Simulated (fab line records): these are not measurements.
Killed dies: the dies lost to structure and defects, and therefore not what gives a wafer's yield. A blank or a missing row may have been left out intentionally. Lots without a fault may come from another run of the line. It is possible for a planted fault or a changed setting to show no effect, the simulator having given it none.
fab line records	flow n5_finfet
record: lots: 7	wafers: 39
route steps=1938 shown BEOL_M11@1578 BEOL_M13@1706 BEOL_M15@1820
start_h: the number of hours between the record's first day and the start of the first shown wafer of the lot	wait_h: hours since the lot's step before	" same as the row above	L1.1+2: several wafers, shown together as one row	- either no value or no given start	* or withheld: withheld	< > ~ a bound
route shown NAME@n: names a module that has steps shown in the file, with the first one's number in the route	usual: mean/standard deviation of fault-free wafers	same: alike in all rows	chamber/n: place in a boat	sites: per-site readings	_std_site: standard deviation across them	_edge_site: mean of outer sites minus mean of inner sites	radius_mm: for every site, how far away it sits from the centre of the wafer	mask NAME#n: copy n	behind: the tool/chamber that last shaped the wafer	hold: cause of the lot's hold/its duration in hours/its outcome	device: transistor that didn't switch, given as n, p or np	end of line: the tests these same wafers got at the end of their route	a step given without rows: its recipe and nothing more	killed: dies that structure and defects cost at the first sort, which is not the same as the wafer's yield	map: a wafer's dies, marking killed ones x, the rest . and places with no die _
set.NAME: the setting that was run; set.NAME@STEP: the one run at that earlier step	model.NAME: the simulator's own value behind a step, which no gauge read
lots run with intentionally changed settings; tables by step, rows by wafer
== steps ==
step: N5_BEOL_M11_TRENCH_ETCH_37
recipe: chemistry: C4F6/O2	target_depth_a: 1488.3	target: SiCOH_lowk	time_s: 48	ion_energy_ev: 250	pressure_mtorr: 30	source_w: 345	bias_w: 185	Ar_flow_sccm: 300	C4F6_flow_sccm: 10	O2_flow_sccm: 10
lot.wafer	tool	chamber	start_h	wait_h	set.time_s	model.BEOL_M11.feature_depth_nm	model.etch.depth_nm	model.TiN_of_BEOL_M11_HM_DEP_02.thk_nm
L075.1	rie_diel-02	0	-	-	48	149	149	15.8
L075.2	"	1	"	"	48	148.6	148.6	15.8
L075.3	"	2	"	"	48	145.2	145.2	15.6
L075.4	"	3	"	"	48	148.6	148.7	15.8
L075.5	"	1	"	"	48	148.2	148.3	15.6
L075.6	"	2	"	"	48	144.4	144.5	16
L079.1	rie_diel-02	3	-	-	32.5	100.4	100.5	17.4
L079.2	"	1	"	"	48	147.4	147.4	16
L079.3	"	0	"	"	48	147.4	147.4	15.8
L079.4	"	0	"	"	32.5	100	100	16.8
L079.5	"	3	"	"	32.5	99.2	99.28	17
L079.6	"	1	"	"	48	146.8	146.8	15.6
L082.1	rie_diel-02	3	-	-	48	146.4	146.4	15.6
L082.2	"	3	"	"	48	146.6	146.6	15.8
L082.3	"	3	"	"	48	146	145.9	16
L082.4	"	3	"	"	48	147	147	16
L082.5	"	3	"	"	48	146.4	146.3	15.8
L082.6	"	3	"	"	48	146.6	146.7	15.4
L088.1	rie_diel-03	3	-	-	48	148.6	148.6	15.8
L088.2	"	0	"	"	48	146.2	146.1	16.2
L088.3	"	1	"	"	48	146.6	146.6	16.2
L088.4	"	2	"	"	48	148	148	16
L088.5	"	0	"	"	48	145.2	145.2	16.2
L088.6	"	1	"	"	48	145.6	145.6	16
L092.1	rie_diel-02	1	-	-	48	146.4	146.5	15.8
L092.2	"	2	"	"	48	144.2	144.1	15.8
L092.3	"	0	"	"	63.91	198.4	198.4	14.4
L092.4	"	3	"	"	63.91	195.2	195.1	14.6
L092.5	"	1	"	"	63.91	197	197.1	14.4
L092.6	"	0	"	"	48	148.8	148.9	15.8
L093.1	rie_diel-03	1	-	-	48	145.2	145.1	16
L093.3	"	0	"	"	48	143.6	143.7	15.6
L093.6	"	2	"	"	48	149	149.1	15.6
L094.1	rie_diel-03	3	-	-	48	149	149	15.6
L094.2	"	0	"	"	48	145.6	145.5	16
L094.3	"	1	"	"	28.17	86.2	86.3	17.6
L094.4	"	2	"	"	28.17	87.6	87.65	17.4
L094.5	"	0	"	"	28.17	85	85.07	17.6
L094.6	"	1	"	"	48	148.6	148.6	15.8
step: N5_BEOL_M11_ETCH_41
recipe: chemistry: CH3F/O2	target: SiCN	target_depth_a: 426	taper_deg: 2	time_s: 86	ion_energy_ev: 120	mask_material: TiN	pressure_mtorr: 30	source_w: 395	bias_w: 75	Ar_flow_sccm: 150	CH3F_flow_sccm: 30	O2_flow_sccm: 20
step: N5_BEOL_M11_STRIP_77
recipe: chemistry: N2/H2	time_s: 10	power_w: 450	temp_c: 40	pressure_mtorr: 20	rf_frequency_hz: 6e+07	bias_power_w: 7	n2_flow_sccm: 200	h2_flow_sccm: 200
step: N5_BEOL_M11_OCD_MEAS_38
usual: trench_depth_nm: 148.0/2.2
lot.wafer	tool	chamber	start_h	wait_h	set.time_s@BEOL_M11_TRENCH_ETCH_37	trench_depth_nm
L075.1	ocd-01	-	229.04	-	48	148.2
L075.2	"	-	"	"	48	148.4
L075.3	"	-	"	"	48	145.4
L075.4	"	-	"	"	48	148.8
L075.5	"	-	"	"	48	147.7
L075.6	"	-	"	"	48	144.7
L079.1	ocd-01	-	248.29	-	32.5	100.6
L079.2	"	-	"	"	48	147.8
L079.3	"	-	"	"	48	147.0
L079.4	"	-	"	"	32.5	99.9
L079.5	"	-	"	"	32.5	99.2
L079.6	"	-	"	"	48	146.2
L082.1	ocd-02	-	261.05	-	48	146.3
L082.2	"	-	"	"	48	147.0
L082.3	"	-	"	"	48	146.0
L082.4	"	-	"	"	48	147.1
L082.5	"	-	"	"	48	146.4
L082.6	"	-	"	"	48	146.3
L088.1	ocd-02	-	299.19	-	48	149.1
L088.2	"	-	"	"	48	146.6
L088.3	"	-	"	"	48	146.3
L088.4	"	-	"	"	48	147.7
L088.5	"	-	"	"	48	144.9
L088.6	"	-	"	"	48	145.6
L092.1	ocd-02	-	328.97	-	48	146.5
L092.2	"	-	"	"	48	144.1
L092.3	"	-	"	"	63.91	198.4
L092.4	"	-	"	"	63.91	194.8
L092.5	"	-	"	"	63.91	197.4
L092.6	"	-	"	"	48	148.6
L093.1	ocd-02	-	341.85	-	48	145.4
L093.3	"	-	"	"	48	144.1
L093.6	"	-	"	"	48	149.0
L094.1	ocd-01	-	344.48	-	48	148.9
L094.2	"	-	"	"	48	146.0
L094.3	"	-	"	"	28.17	86.3
L094.4	"	-	"	"	28.17	87.5
L094.5	"	-	"	"	28.17	84.7
L094.6	"	-	"	"	48	148.4
step: N5_BEOL_M11_HM_STRIP_39
recipe: chemistry: peroxide_tin_strip	material: TiN	target_depth_a: 250	temp_c: 50	time_s: 158
step: N5_BEOL_M11_SRD_40
recipe: time_s: 30	temp_c: 23	rinse_liquid: diw	dry: ipa_marangoni
step: N5_BEOL_M11_ECD_50
recipe: material: Cu	target_thk_a: 3180
step: N5_BEOL_M11_ANNEAL_51
recipe: temp_c: 225	time_s: 90	ambient: N2
step: N5_BEOL_M11_CMP_52
recipe: stop_on: SiCOH_lowk	t_overpolish_s: 7	down_force_psi: 1	platen_rpm: 50	clearing_platen_down_force_psi: 1.5	clearing_platen_rpm: 50	post_cmp_clean: cu_alkaline	target_thk_nm: 140	clearing_platen_pad_velocity_m_s: 0.99484	pad_velocity_m_s: 0.99484
lot.wafer	tool	chamber	start_h	wait_h	set.time_s@BEOL_M11_TRENCH_ETCH_37	model.Cu_of_BEOL_M11_ECD_50.thk_nm
L075.2+4	cmp-01	0,1	232.46	0.2	48	138.2
L075.3	"	2	"	"	48	136.6
L075.1	"	3	"	"	48	138.6
L075.5	"	0	"	"	48	138
L075.6	"	1	"	"	48	135
L079.4	cmp-02	2	252.18	0.1	32.5	90.4
L079.1	"	3	"	"	32.5	93.4
L079.3+6	"	0,3	"	"	48	140.2
L079.2	"	1	"	"	48	138
L079.5	"	2	"	"	32.5	89.6
L082.1	cmp-03	0	264.09	0.3	48	138
L082.4	"	1	"	"	48	137.8
L082.2	"	2	"	"	48	138.4
L082.3	"	3	"	"	48	139
L082.5	"	0	"	"	48	138.2
L082.6	"	1	"	"	48	136.4
L088.4	cmp-02	0	301.00	0.1	48	139.2
L088.2	"	1	"	"	48	136.6
L088.1	"	2	"	"	48	138.6
L088.3	"	3	"	"	48	139.8
L088.5	"	0	"	"	48	136.4
L088.6	"	1	"	"	48	136
L092.1	cmp-02	3	331.21	0.3	48	138
L092.3	"	0	"	"	63.91	189.8
L092.4	"	1	"	"	63.91	185.2
L092.2	"	2	"	"	48	133.2
L092.6	"	3	"	"	48	140.4
L092.5	"	0	"	"	63.91	188.2
L093.3	cmp-01	0	345.04	0.3	48	136.2
L093.1	"	1	"	"	48	135.8
L093.6	"	1	"	"	48	140.2
L094.4	cmp-03	2	348.86	0.1	28.17	80
L094.1	"	3	"	"	48	140.4
L094.2	"	0	"	"	48	137.2
L094.3	"	1	"	"	28.17	78.2
L094.6	"	2	"	"	48	141.6
L094.5	"	3	"	"	28.17	77.4
step: N5_BEOL_M11_THK_MEAS_53
recipe: thk_meas_gauge: xrf	reads: Cu_of_BEOL_M11_ECD_50
usual: M11_THK: 138.1/2.7
lot.wafer	tool	chamber	start_h	wait_h	set.time_s@BEOL_M11_TRENCH_ETCH_37	M11_THK[nm]
L075.1	film_metro-02	-	232.75	-	48	138.2
L075.2	"	-	"	"	48	137.7
L075.3	"	-	"	"	48	136.2
L075.4	"	-	"	"	48	137.5
L075.5	"	-	"	"	48	137.8
L075.6	"	-	"	"	48	133.8
L079.1	film_metro-02	-	252.48	-	32.5	92.1
L079.2	"	-	"	"	48	136.9
L079.3	"	-	"	"	48	138.9
L079.4	"	-	"	"	32.5	89.5
L079.5	"	-	"	"	32.5	88.5
L079.6	"	-	"	"	48	138.7
L082.1	film_metro-01	-	264.39	-	48	137.0
L082.2	"	-	"	"	48	137.1
L082.3	"	-	"	"	48	137.8
L082.4	"	-	"	"	48	137.2
L082.5	"	-	"	"	48	137.4
L082.6	"	-	"	"	48	135.4
L088.1	film_metro-02	-	301.29	-	48	136.9
L088.2	"	-	"	"	48	135.7
L088.3	"	-	"	"	48	137.9
L088.4	"	-	"	"	48	137.4
L088.5	"	-	"	"	48	134.0
L088.6	"	-	"	"	48	134.2
L092.1	film_metro-02	-	331.50	-	48	135.7
L092.2	"	-	"	"	48	131.3
L092.3	"	-	"	"	63.91	185.7
L092.4	"	-	"	"	63.91	182.3
L092.5	"	-	"	"	63.91	185.4
L092.6	"	-	"	"	48	138.1
L093.1	film_metro-02	-	345.33	-	48	134.8
L093.3	"	-	"	"	48	135.7
L093.6	"	-	"	"	48	138.8
L094.1	film_metro-01	-	349.15	-	48	140.0
L094.2	"	-	"	"	48	137.1
L094.3	"	-	"	"	28.17	77.9
L094.4	"	-	"	"	28.17	79.9
L094.5	"	-	"	"	28.17	77.5
L094.6	"	-	"	"	48	141.8
step: N5_BEOL_M11_PRE_CLEAN_55
recipe: gas: NH3	time_s: 15	temp_c: withheld	rf_power_w: 300
step: N5_BEOL_M11_DEP_56
recipe: material: SiCN	target_thk_a: 300	temp_c: withheld	precursor: 3MS/NH3	pressure_torr: 3	rf_w: 675	time_s: 10.5
step: N5_BEOL_M11_RS_MEAS_57
recipe: thk_meas_gauge: four-point-probe	reads: Cu_of_BEOL_M11_ECD_50+Co_of_BEOL_M11_CVD_75+TaN_of_BEOL_M11_ALD_74
usual: M11_RS: 0.1519/0.003
lot.wafer	tool	chamber	start_h	wait_h	set.time_s@BEOL_M11_TRENCH_ETCH_37	M11_RS[ohm/sq]
L075.1	film_metro-01	-	232.88	0.0	48	0.1529
L075.2	"	-	"	"	48	0.1533
L075.3	"	-	"	"	48	0.1552
L075.4	"	-	"	"	48	0.1536
L075.5	"	-	"	"	48	0.1534
L075.6	"	-	"	"	48	0.1571
L079.1	film_metro-02	-	252.60	0.0	32.5	0.2383
L079.2	"	-	"	"	48	0.1535
L079.3	"	-	"	"	48	0.1508
L079.4	"	-	"	"	32.5	0.2476
L079.5	"	-	"	"	32.5	0.2501
L079.6	"	-	"	"	48	0.1505
L082.1	film_metro-02	-	264.51	0.0	48	0.1533
L082.2	"	-	"	"	48	0.1529
L082.3	"	-	"	"	48	0.1522
L082.4	"	-	"	"	48	0.1537
L082.5	"	-	"	"	48	0.1530
L082.6	"	-	"	"	48	0.1556
L088.1	film_metro-02	-	301.42	0.0	48	0.1526
L088.2	"	-	"	"	48	0.1552
L088.3	"	-	"	"	48	0.1514
L088.4	"	-	"	"	48	0.1519
L088.5	"	-	"	"	48	0.1553
L088.6	"	-	"	"	48	0.1564
L092.1	film_metro-02	-	331.63	0.0	48	0.1535
L092.2	"	-	"	"	48	0.1595
L092.3	"	-	"	"	63.91	0.1086
L092.4	"	-	"	"	63.91	0.1111
L092.5	"	-	"	"	63.91	0.1093
L092.6	"	-	"	"	48	0.1505
L093.1	film_metro-01	-	345.46	0.0	48	0.1559
L093.3	"	-	"	"	48	0.1555
L093.6	"	-	"	"	48	0.1506
L094.1	film_metro-02	-	349.28	0.0	48	0.1504
L094.2	"	-	"	"	48	0.1547
L094.3	"	-	"	"	28.17	0.2925
L094.4	"	-	"	"	28.17	0.2854
L094.5	"	-	"	"	28.17	0.2961
L094.6	"	-	"	"	48	0.1490
step: N5_BEOL_M13_SPUTTER_44
recipe: material: Ta	target_thk_a: 100	temp_c: 50	bias_v: 80	power_w: 15000	chamber_pressure_pa: 0.07	time_s: 16.13
lot.wafer	tool	chamber	start_h	wait_h	set.time_s	model.Ta_of_BEOL_M13_SPUTTER_44.thk_nm
L075.1+5+6	pvd_sputter-01	-	241.32	0.0	16.13	10
L075.2	"	-	"	"	7.43	4.6
L075.3+4	"	-	"	"	7.43	4.4
L079.1+5+6	pvd_sputter-01	-	267.39	0.0	16.13	10.2
L079.2+3+4	"	-	"	"	16.13	10
L082.1	pvd_sputter-02	-	278.79	0.0	20.33	12.4
L082.2+4+5	"	-	"	"	16.13	9.8
L082.3	"	-	"	"	20.33	12.6
L082.6	"	-	"	"	20.33	12.2
L088.1+6	pvd_sputter-01	-	315.00	0.0	12.56	7.8
L088.2+3	"	-	"	"	16.13	10
L088.4	"	-	"	"	16.13	10.2
L088.5	"	-	"	"	12.56	8
L092.1	pvd_sputter-02	-	344.32	0.0	21.73	13
L092.2+3	"	-	"	"	16.13	10
L092.4+6	"	-	"	"	21.73	13.4
L092.5	"	-	"	"	16.13	9.8
L093.1+3+6	pvd_sputter-01	-	363.29	0.0	16.13	10
L094.1+3+4+5	pvd_sputter-01	-	368.35	0.0	16.13	10
L094.2+6	"	-	"	"	16.13	9.8
step: N5_BEOL_M13_SPUTTER_45
recipe: material: Cu	target_thk_a: 800	temp_c: -20	bias_v: 60	power_w: 26000	chamber_pressure_pa: 0.13	time_s: 13.33
step: N5_BEOL_M13_ECD_47
recipe: material: Cu	target_thk_a: 9360
step: N5_BEOL_M13_ANNEAL_48
recipe: temp_c: 225	time_s: 90	ambient: N2
step: N5_BEOL_M13_CMP_49
recipe: stop_on: SiOC	t_overpolish_s: 17.1	down_force_psi: 1	platen_rpm: 50	clearing_platen_down_force_psi: 1.5	clearing_platen_rpm: 50	post_cmp_clean: cu_alkaline	target_thk_nm: 420	clearing_platen_pad_velocity_m_s: 0.99484	pad_velocity_m_s: 0.99484
usual: barrier_field_endpoint_s: 30.7/0.72
lot.wafer	tool	chamber	start_h	wait_h	set.time_s@BEOL_M13_SPUTTER_44	barrier_field_endpoint_s
L075.4	cmp-01	1	241.99	0.1	7.43	23.1
L075.1	"	2	"	"	16.13	29.9
L075.2	"	3	"	"	7.43	23.5
L075.3	"	0	"	"	7.43	23.6
L075.6	"	1	"	"	16.13	29.6
L075.5	"	2	"	"	16.13	30.2
L079.3	cmp-01	1	268.07	0.2	16.13	30.5
L079.2	"	2	"	"	16.13	31.6
L079.4	"	3	"	"	16.13	29.9
L079.1	"	0	"	"	16.13	31.3
L079.5	"	1	"	"	16.13	31.4
L079.6	"	2	"	"	16.13	31.1
L082.1	cmp-01	0	280.45	0.3	20.33	33.1
L082.2	"	1	"	"	16.13	30.0
L082.3	"	2	"	"	20.33	33.3
L082.4	"	3	"	"	16.13	28.9
L082.5	"	0	"	"	16.13	29.7
L082.6	"	1	"	"	20.33	32.3
L088.3	cmp-03	0	316.10	0.2	16.13	30.5
L088.4	"	1	"	"	16.13	31.1
L088.2	"	2	"	"	16.13	30.9
L088.1	"	3	"	"	12.56	27.9
L088.5	"	0	"	"	12.56	28.1
L088.6	"	1	"	"	12.56	27.5
L092.3	cmp-03	0	348.17	0.3	16.13	30.2
L092.2	"	1	"	"	16.13	30.4
L092.4	"	2	"	"	21.73	35.0
L092.1	"	3	"	"	21.73	35.3
L092.5	"	0	"	"	16.13	30.9
L092.6	"	1	"	"	21.73	34.4
L093.3	cmp-03	2	364.30	0.3	16.13	30.7
L093.1	"	0	"	"	16.13	30.0
L093.6	"	3	"	"	16.13	30.5
L094.4	cmp-01	2	369.39	0.1	16.13	30.9
L094.2	"	3	"	"	16.13	30.3
L094.1	"	0	"	"	16.13	31.5
L094.3	"	1	"	"	16.13	30.8
L094.5	"	2	"	"	16.13	30.9
L094.6	"	3	"	"	16.13	29.6
step: N5_BEOL_M15_SPUTTER_44
recipe: material: Ta	target_thk_a: 150	temp_c: 50	bias_v: 80	power_w: 15000	chamber_pressure_pa: 0.07	time_s: 24.19
lot.wafer	tool	chamber	start_h	wait_h	set.time_s	model.Ta_of_BEOL_M15_SPUTTER_44.thk_nm
L075.1	pvd_sputter-02	-	252.86	0.0	24.19	14.8
L075.2+4+5	"	-	"	"	13.81	8.6
L075.3+6	"	-	"	"	24.19	15.2
L079.1+3+4	pvd_sputter-01	-	281.95	0.0	24.19	14.8
L079.2	"	-	"	"	35.68	22.4
L079.5	"	-	"	"	35.68	22
L079.6	"	-	"	"	35.68	21.8
L082.1	pvd_sputter-01	-	292.01	0.0	18.48	11.8
L082.2+3	"	-	"	"	24.19	15
L082.4+5	"	-	"	"	18.48	11.4
L082.6	"	-	"	"	24.19	15.2
L088.1	pvd_sputter-01	-	330.19	0.0	37.99	23.4
L088.2	"	-	"	"	24.19	14.8
L088.3+5	"	-	"	"	37.99	23.2
L088.4	"	-	"	"	24.19	15
L088.6	"	-	"	"	24.19	14.6
L092.1+2+5	pvd_sputter-03	-	367.24	0.0	24.19	14.6
L092.3+4+6	"	-	"	"	24.19	14.8
L093.1+6	pvd_sputter-03	-	373.84	0.0	24.19	15.2
L093.3	"	-	"	"	24.19	15
L094.1+6	pvd_sputter-01	-	379.25	0.0	31.04	19.2
L094.2	"	-	"	"	24.19	14.8
L094.3	"	-	"	"	24.19	15.4
L094.4	"	-	"	"	31.04	19.4
L094.5	"	-	"	"	24.19	15
step: N5_BEOL_M15_SPUTTER_45
recipe: material: Cu	target_thk_a: 1000	temp_c: -20	bias_v: 60	power_w: 26000	chamber_pressure_pa: 0.13	time_s: 16.67
step: N5_BEOL_M15_ECD_47
recipe: material: Cu	target_thk_a: 18600
step: N5_BEOL_M15_ANNEAL_48
recipe: temp_c: 225	time_s: 90	ambient: N2
step: N5_BEOL_M15_CMP_49
recipe: stop_on: SiO2	t_overpolish_s: 4.9	down_force_psi: 2	platen_rpm: 80	clearing_platen_down_force_psi: 2	clearing_platen_rpm: 80	post_cmp_clean: cu_alkaline	target_thk_nm: 850	clearing_platen_pad_velocity_m_s: 1.5917	pad_velocity_m_s: 1.5917
usual: barrier_field_endpoint_s: 11.39/0.27
lot.wafer	tool	chamber	start_h	wait_h	set.time_s@BEOL_M15_SPUTTER_44	barrier_field_endpoint_s
L075.4	cmp-01	3	254.00	0.1	13.81	8.75
L075.2	"	0	"	"	13.81	8.94
L075.1	"	1	"	"	24.19	11.19
L075.3	"	2	"	"	24.19	11.55
L075.6	"	3	"	"	24.19	11.15
L075.5	"	0	"	"	13.81	8.94
L079.4	cmp-03	2	282.70	0.1	24.19	11.47
L079.3	"	3	"	"	24.19	11.74
L079.1	"	0	"	"	24.19	11.62
L079.2	"	1	"	"	35.68	14.59
L079.5	"	2	"	"	35.68	14.21
L079.6	"	3	"	"	35.68	14.22
L082.2	cmp-03	2	292.87	0.2	24.19	11.65
L082.1	"	3	"	"	18.48	10.49
L082.4	"	0	"	"	18.48	10.04
L082.3	"	1	"	"	24.19	11.50
L082.5	"	2	"	"	18.48	10.52
L082.6	"	3	"	"	24.19	11.73
L088.3	cmp-02	0	330.92	0.2	37.99	14.57
L088.2	"	1	"	"	24.19	11.16
L088.1	"	2	"	"	37.99	14.08
L088.4	"	3	"	"	24.19	11.63
L088.5	"	0	"	"	37.99	14.70
L088.6	"	1	"	"	24.19	11.13
L092.3	cmp-02	2	368.84	0.3	24.19	11.22
L092.4	"	3	"	"	24.19	11.73
L092.2	"	0	"	"	24.19	11.46
L092.1	"	1	"	"	24.19	11.25
L092.5	"	2	"	"	24.19	11.36
L092.6	"	3	"	"	24.19	11.93
L093.3	cmp-01	2	374.58	0.2	24.19	11.52
L093.1	"	0	"	"	24.19	11.32
L093.6	"	3	"	"	24.19	11.09
L094.4	cmp-01	3	380.43	0.1	31.04	12.66
L094.2	"	0	"	"	24.19	11.17
L094.3	"	1	"	"	24.19	11.20
L094.1	"	2	"	"	31.04	12.87
L094.6	"	3	"	"	31.04	12.63
L094.5	"	0	"	"	24.19	11.18
== key ==
split: step: N5_BEOL_M11_TRENCH_ETCH_37	setting: time_s	stated: 48	by: wafer
response: step: N5_BEOL_M11_TRENCH_ETCH_37	reading: model.BEOL_M11.feature_depth_nm	change: +1.49	per: 1%	r: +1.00
response: step: N5_BEOL_M11_TRENCH_ETCH_37	reading: model.etch.depth_nm	change: +1.49	per: 1%	r: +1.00
response: step: N5_BEOL_M11_TRENCH_ETCH_37	reading: model.TiN_of_BEOL_M11_HM_DEP_02.thk_nm	change: -0.0407	per: 1%	r: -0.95
response: step: N5_BEOL_M11_OCD_MEAS_38	reading: trench_depth_nm	change: +1.49	per: 1%	r: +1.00
response: step: N5_BEOL_M11_CMP_52	reading: model.Cu_of_BEOL_M11_ECD_50.thk_nm	change: +1.5	per: 1%	r: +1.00
response: step: N5_BEOL_M11_THK_MEAS_53	reading: M11_THK	change: +1.49	per: 1%	r: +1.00
response: step: N5_BEOL_M11_RS_MEAS_57	reading: M11_RS	change: -0.00268	per: 1%	r: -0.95
split: step: N5_BEOL_M13_SPUTTER_44	setting: time_s	stated: 16.13	by: wafer
response: step: N5_BEOL_M13_SPUTTER_44	reading: model.Ta_of_BEOL_M13_SPUTTER_44.thk_nm	change: +0.1	per: 1%	r: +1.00
response: step: N5_BEOL_M13_CMP_49	reading: barrier_field_endpoint_s	change: +0.124	per: 1%	r: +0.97
split: step: N5_BEOL_M15_SPUTTER_44	setting: time_s	stated: 24.19	by: wafer
response: step: N5_BEOL_M15_SPUTTER_44	reading: model.Ta_of_BEOL_M15_SPUTTER_44.thk_nm	change: +0.15	per: 1%	r: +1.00
response: step: N5_BEOL_M15_CMP_49	reading: barrier_field_endpoint_s	change: +0.0559	per: 1%	r: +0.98
